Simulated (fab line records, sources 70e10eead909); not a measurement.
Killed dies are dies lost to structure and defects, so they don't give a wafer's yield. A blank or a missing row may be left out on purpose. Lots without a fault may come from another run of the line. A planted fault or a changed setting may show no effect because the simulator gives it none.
fab line records | flow nand_harc | part 2 of 2: steps 5 to 6 of 6
record lots=23 wafers=69 last_day=33
route steps=1302 shown A_STAIRCASE@813
lots that met no fault: from a run of the same line without faults
start_h: hours from the record's first day to the start of the lot's first wafer shown | wait_h: hours since the lot's step before | " the same as in the row above | L1.1+2: a row that stands for several wafers | - no value, or no start given | * or withheld: withheld | < > ~ a bound
route shown NAME@n: a module of which the file shows steps, and the number in the route of the first | usual: mean/standard deviation of fault-free wafers | same: alike in all rows | chamber/n: place in a boat | sites: the reading at each site | _std_site: their standard deviation | _edge_site: outer sites' mean less inner sites' | radius_mm: how far each site lies from the wafer's centre | mask NAME#n: copy n | behind: the tool/chamber that last shaped the wafer | hold: why the lot was held/for how many hours/how that ended | device: the transistor (n, p or np) that didn't switch | end of line: the same wafers' tests at the end of the route | a step without rows: its recipe alone | killed: dies lost to structure and defects at the first sort, not the wafer's yield | map: a wafer's dies, x killed, . not, _ none there
set.NAME: the setting as run; set.NAME@STEP: as run at that earlier step | model.NAME: the simulator's own value behind a step, which no gauge read
steps of the route over a sample of lots; a table a step, a row a wafer
services: from which hour (start_h, from the record's first day; less than 0 if before it) a tool's chamber was out of use, for how many hours, and why
## steps
# step NHARC_A_STAIRCASE_ETCHBACK_422
# recipe target_depth_a=400 over_etch_frac=0.3 time_s=74.286 ion_energy_ev=120 ch3f_flow_sccm=50 o2_flow_sccm=30 ar_flow_sccm=200 rf_w=500 bias_w=100 chemistry=CH3F/O2
# usual drypump_motor_current_A=5.8/0.47 oes_product_au=0.98/0.034 rf_vpp_V=244.5/2 showerhead_plenum_p_Torr=2.47/0.13 throttle_valve_pct=20.663/0.0092
# columns lot.wafer tool chamber start_h wait_h drypump_motor_current_A oes_product_au rf_hours_counter_h rf_vpp_V showerhead_plenum_p_Torr throttle_valve_pct
L074.2 rie_diel-08 3 437.93 0.2 5.9 1.01 19 244.1 2.32 20.656
L074.3 " 0 " " 4.9 0.99 20 245.3 2.63 20.661
L074.6 " 2 " " 6.3 0.99 - 243.9 2.45 20.671
L075.4 rie_diel-11 2 446.22 0.1 6.4 0.99 0 247.4 2.66 20.658
L075.6 " 2 " " 6.4 1.00 - 246.9 2.66 20.664
L075.5 " 3 " " 5.4 1.00 - 242.1 2.32 20.663
L077.4 rie_diel-12 0 466.08 0.2 5.7 0.99 5 244.5 2.54 20.658
L077.2 " 2 " " 6.3 0.99 3 242.5 2.33 20.673
L077.5 " 3 " " 6.3 1.00 - 241.9 2.40 20.655
L076.2 rie_diel-12 2 466.36 0.2 6.3 0.99 3 240.9 2.33 20.652
L076.3 " 3 " " 6.3 1.00 5 245.5 2.40 20.673
L076.6 " 2 " " 6.3 1.01 - 243.2 2.33 20.668
L079.1 rie_diel-12 0 474.71 0.1 5.7 1.00 9 246.0 2.54 20.677
L079.4 " 3 " " 6.3 0.99 8 243.0 2.40 20.666
L079.5 " 0 " " 5.7 1.00 - 244.3 2.54 20.647
L078.3 rie_diel-08 2 474.92 0.2 6.3 0.93 31 244.7 2.45 20.680
L078.1 " 3 " " 5.9 0.93 31 243.9 2.32 20.653
L078.6 " 1 " " 5.7 0.91 - 242.4 2.28 20.662
L080.1 rie_diel-11 1 509.43 0.1 5.4 1.01 23 245.8 2.52 20.646
L080.4 " 2 " " 6.4 1.00 23 246.5 2.65 20.663
L080.2 " 3 " " 5.4 1.01 23 242.0 2.31 20.667
L081.4 rie_diel-11 0 510.55 0.2 5.5 0.92 21 241.5 2.41 20.682
L081.2 " 1 " " 5.5 0.94 24 245.9 2.52 20.662
L081.3 " 2 " " 6.4 0.92 24 246.1 2.65 20.677
L082.3 rie_diel-08 0 524.58 0.1 4.8 0.99 52 247.4 2.62 20.670
L082.1 " 2 " " 6.3 1.00 51 244.8 2.44 20.673
L082.5 " 3 " " 5.9 1.01 - 242.2 2.31 20.663
L083.3 rie_diel-08 2 534.01 0.1 6.3 0.93 54 243.7 2.44 20.659
L083.5 " 0 " " 4.8 0.92 - 247.7 2.62 20.663
L083.6 " 1 " " 5.7 0.93 - 241.0 2.28 20.666
L085.2 rie_diel-12 3 542.24 0.1 6.3 1.00 29 242.8 2.39 20.652
L085.4 " 1 " " 5.4 0.99 25 246.4 2.63 20.658
L085.5 " 2 " " 6.3 1.00 - 240.6 2.32 20.657
L084.2 rie_diel-12 3 543.40 0.2 6.3 0.91 29 242.0 2.39 20.668
L084.3 " 0 " " 5.7 0.93 33 245.5 2.53 20.674
L084.6 " 2 " " 6.3 0.93 - 242.9 2.32 20.667
L086.3 rie_diel-11 2 557.43 0.1 6.4 0.92 41 246.4 2.64 20.649
L086.5 " 0 " " 5.5 0.93 - 243.0 2.40 20.672
L086.6 " 1 " " 5.4 0.94 - 245.2 2.51 20.673
L087.1 rie_diel-08 2 575.06 0.2 6.3 1.00 4 244.4 2.43 20.668
L087.6 " 1 " " 5.7 1.00 - 249.9 2.66 20.679
L087.5 " 2 " " 6.3 1.00 - 243.9 2.44 20.667
L088.2 rie_diel-12 2 588.16 0.1 6.3 0.93 45 242.9 2.32 20.647
L088.3 " 0 " " 5.7 0.92 45 246.1 2.53 20.666
L088.6 " 1 " " 5.4 0.92 - 245.6 2.62 20.648
L090.1 rie_diel-08 1 588.23 0.1 5.7 1.01 9 247.1 2.66 20.666
L090.2 " 2 " " 6.3 1.00 8 244.4 2.43 20.659
L090.5 " 3 " " 5.8 0.99 - 241.7 2.30 20.652
L089.1 rie_diel-12 1 589.53 0.1 5.4 0.99 43 246.6 2.62 20.668
L089.6 " 0 " " 5.7 0.98 - 246.4 2.53 20.644
L089.5 " 1 " " 5.4 0.98 - 246.8 2.62 20.664
L091.4 rie_diel-08 1 595.47 0.1 5.7 1.00 12 247.9 2.66 20.657
L091.2 " 3 " " 5.8 1.00 11 241.3 2.30 20.673
L091.5 " 0 " " 4.9 1.01 - 246.0 2.61 20.658
L092.3 rie_diel-08 2 614.71 0.1 6.3 0.93 15 245.2 2.43 20.680
L092.1 " 1 " " 5.7 0.92 17 247.4 2.65 20.661
L092.5 " 3 " " 5.8 0.93 - 242.4 2.30 20.666
L094.2 rie_diel-11 3 626.74 0.1 5.4 1.00 4 241.6 2.29 20.664
L094.3 " 1 " " 5.4 0.99 2 244.0 2.50 20.666
L094.1 " 2 " " 6.4 0.99 2 247.0 2.63 20.669
L093.1 rie_diel-11 1 627.08 0.2 5.4 0.99 3 243.9 2.50 20.685
L093.4 " 2 " " 6.4 0.99 3 246.5 2.63 20.655
L093.2 " 3 " " 5.4 1.01 5 242.4 2.29 20.662
L095.4 rie_diel-12 1 644.70 0.1 5.4 0.99 5 245.9 2.61 20.663
L095.1 " 2 " " 6.3 1.01 3 243.1 2.31 20.652
L095.3 " 3 " " 6.3 0.98 3 244.1 2.38 20.679
L096.2 rie_diel-11 2 662.15 0.2 6.4 1.01 18 246.2 2.63 20.650
L096.4 " 0 " " 5.5 1.00 15 243.3 2.39 20.675
L096.6 " 1 " " 5.4 1.00 - 245.7 2.49 20.672
# step NHARC_A_STAIRCASE_STRIP_475
# recipe time_s=20 o2_flow_sccm=500 ar_flow_sccm=0 bias_w=0 chemistry=O2
# usual drypump_motor_current_A=5.8/0.47 oes_product_au=1.000/0.0078 rf_vpp_V=57.7/0.97 showerhead_plenum_p_Torr=3.52/0.18 throttle_valve_pct=17.035/0.0093
# columns lot.wafer tool chamber start_h wait_h drypump_motor_current_A oes_product_au rf_hours_counter_h rf_vpp_V showerhead_plenum_p_Torr throttle_valve_pct
L074.2 rie_diel-08 2 - - 6.3 0.989 17 57.9 3.52 17.040
L074.3 " 0 " " 4.9 0.992 20 59.6 3.77 17.029
L074.6 " 1 " " 5.7 0.995 - 57.5 3.30 17.026
L075.4 rie_diel-12 0 - - 5.7 0.999 57 58.9 3.65 17.050
L075.6 " 3 " " 6.3 0.994 - 58.1 3.45 17.023
L075.5 " 0 " " 5.7 0.996 - 58.5 3.65 17.036
L077.2 rie_diel-08 2 - - 6.3 1.002 28 57.3 3.52 17.041
L077.4 " 1 " " 5.7 0.997 30 57.5 3.29 17.040
L077.5 " 2 " " 6.3 1.011 - 58.3 3.52 17.031
L076.3 rie_diel-08 0 - - 4.9 0.995 30 58.3 3.76 17.027
L076.2 " 1 " " 5.7 1.000 30 56.8 3.29 17.039
L076.6 " 0 " " 4.9 0.991 - 57.6 3.76 17.040
L079.4 rie_diel-08 3 - - 5.9 0.991 31 56.9 3.33 17.064
L079.1 " 0 " " 4.9 1.002 33 57.2 3.76 17.047
L079.5 " 1 " " 5.7 0.992 - 58.7 3.29 17.042
L078.1 rie_diel-12 2 - - 6.3 1.004 6 55.7 3.35 17.025
L078.3 " 3 " " 6.3 1.001 8 57.3 3.45 17.049
L078.6 " 1 " " 5.4 0.999 - 59.5 3.77 17.045
L080.4 rie_diel-12 2 - - 6.3 0.994 15 57.1 3.35 17.031
L080.2 " 3 " " 6.3 0.998 18 56.1 3.44 17.040
L080.1 " 0 " " 5.7 1.010 19 57.4 3.64 17.043
L081.2 rie_diel-11 0 - - 5.5 0.998 21 58.1 3.46 17.026
L081.4 " 1 " " 5.4 1.005 24 58.8 3.61 17.045
L081.3 " 2 " " 6.4 1.005 24 58.8 3.79 17.030
L082.3 rie_diel-08 2 525.19 0.2 6.3 1.006 52 56.8 3.50 17.051
L082.1 " 0 " " 4.8 1.005 52 58.9 3.75 17.035
L082.5 " 3 " " 5.9 1.004 - 58.5 3.32 17.035
L083.3 rie_diel-12 0 - - 5.7 1.004 28 56.8 3.63 17.026
L083.5 " 2 " " 6.3 0.992 - 58.7 3.34 17.029
L083.6 " 3 " " 6.3 0.984 - 56.3 3.44 17.027
L085.2 rie_diel-11 3 - - 5.4 1.003 38 56.0 3.31 17.056
L085.4 " 0 " " 5.5 0.995 34 58.2 3.45 17.041
L085.5 " 2 " " 6.4 1.003 - 57.3 3.79 17.036
L084.2 rie_diel-08 2 - - 6.3 1.007 60 59.3 3.50 17.035
L084.3 " 3 " " 5.9 1.000 53 57.8 3.32 17.023
L084.6 " 1 " " 5.7 1.005 - 56.1 3.28 17.028
L086.3 rie_diel-08 2 - - 6.3 0.996 0 57.7 3.50 17.028
L086.5 " 2 " " 6.3 0.993 - 58.1 3.50 17.032
L086.6 " 3 " " 5.9 0.995 - 58.5 3.32 17.042
L087.1 rie_diel-08 0 - - 4.9 1.001 3 57.3 3.74 17.025
L087.5 " 2 " " 6.3 0.987 - 57.5 3.50 17.035
L087.6 " 3 " " 5.9 0.990 - 57.6 3.32 17.051
L088.3 rie_diel-12 2 - - 6.3 0.999 45 56.8 3.33 17.029
L088.2 " 3 " " 6.3 1.017 43 59.1 3.43 17.033
L088.6 " 2 " " 6.3 1.004 - 58.5 3.33 17.021
L090.1 rie_diel-08 3 - - 5.9 1.003 8 57.0 3.31 17.029
L090.2 " 0 " " 4.9 1.010 9 59.3 3.74 17.033
L090.5 " 3 " " 5.9 1.000 - 57.0 3.31 17.039
L089.1 rie_diel-12 2 - - 6.3 0.992 45 59.0 3.33 17.050
L089.5 " 3 " " 6.3 0.991 - 57.7 3.43 17.035
L089.6 " 0 " " 5.7 0.991 - 58.2 3.62 17.029
L091.4 rie_diel-08 2 - - 6.3 0.986 11 58.6 3.49 17.029
L091.2 " 1 " " 5.7 0.994 12 58.0 3.80 17.050
L091.5 " 2 " " 6.3 0.981 - 56.6 3.49 17.031
L092.1 rie_diel-08 2 - - 6.3 1.003 16 58.5 3.49 17.014
L092.3 " 3 " " 5.9 1.001 16 56.5 3.31 17.033
L092.5 " 0 " " 4.9 1.010 - 59.2 3.73 17.030
L094.2 rie_diel-11 3 - - 5.4 1.021 5 57.3 3.30 17.043
L094.3 " 0 " " 5.5 1.012 5 58.7 3.44 17.040
L094.1 " 1 " " 5.4 1.002 3 58.0 3.59 17.035
L093.2 rie_diel-11 3 - - 5.4 1.005 5 56.8 3.30 17.038
L093.4 " 0 " " 5.5 1.008 5 56.3 3.44 17.032
L093.1 " 1 " " 5.4 1.001 3 58.0 3.59 17.055
L095.4 rie_diel-11 0 - - 5.5 0.998 10 57.1 3.43 17.048
L095.3 " 1 " " 5.4 0.994 9 56.8 3.58 17.030
L095.1 " 3 " " 5.4 1.007 10 56.7 3.30 17.025
L096.2 rie_diel-11 0 - - 5.5 1.001 16 57.3 3.43 17.027
L096.4 " 2 " " 6.4 1.006 18 57.1 3.76 17.046
L096.6 " 1 " " 5.4 1.004 - 57.1 3.58 17.045
## services
# columns tool chamber start_h hours kind
pecvd-03 - 366.12 13.0 pm
rie_diel-08 - 370.64 9.0 pm
pecvd-03 0 379.88 7.6 repair
pecvd-03 1 387.31 5.2 repair
pecvd-04 2 399.33 13.2 repair
rie_diel-08 1 406.95 5.1 repair
pecvd-02 - 408.18 13.0 pm
rie_diel-11 - 434.40 9.0 pm
rie_diel-12 - 449.15 9.0 pm
pecvd-04 - 450.17 13.0 pm
rie_diel-11 - 463.21 0.6 repair
rie_diel-12 - 471.86 0.6 repair
rie_diel-11 2 480.29 8.2 repair
rie_diel-12 1 495.04 11.0 repair
rie_diel-08 1 498.58 30.5 repair
pecvd-02 - 510.23 2.5 repair
pecvd-03 - 547.12 13.0 pm
pecvd-04 2 582.53 8.9 repair
pecvd-02 - 589.18 13.0 pm
rie_diel-11 - 602.99 0.5 repair
rie_diel-11 - 611.40 9.0 pm
rie_diel-12 - 626.15 9.0 pm
pecvd-04 - 631.25 13.0 pm
rie_diel-08 1 649.11 6.7 repair
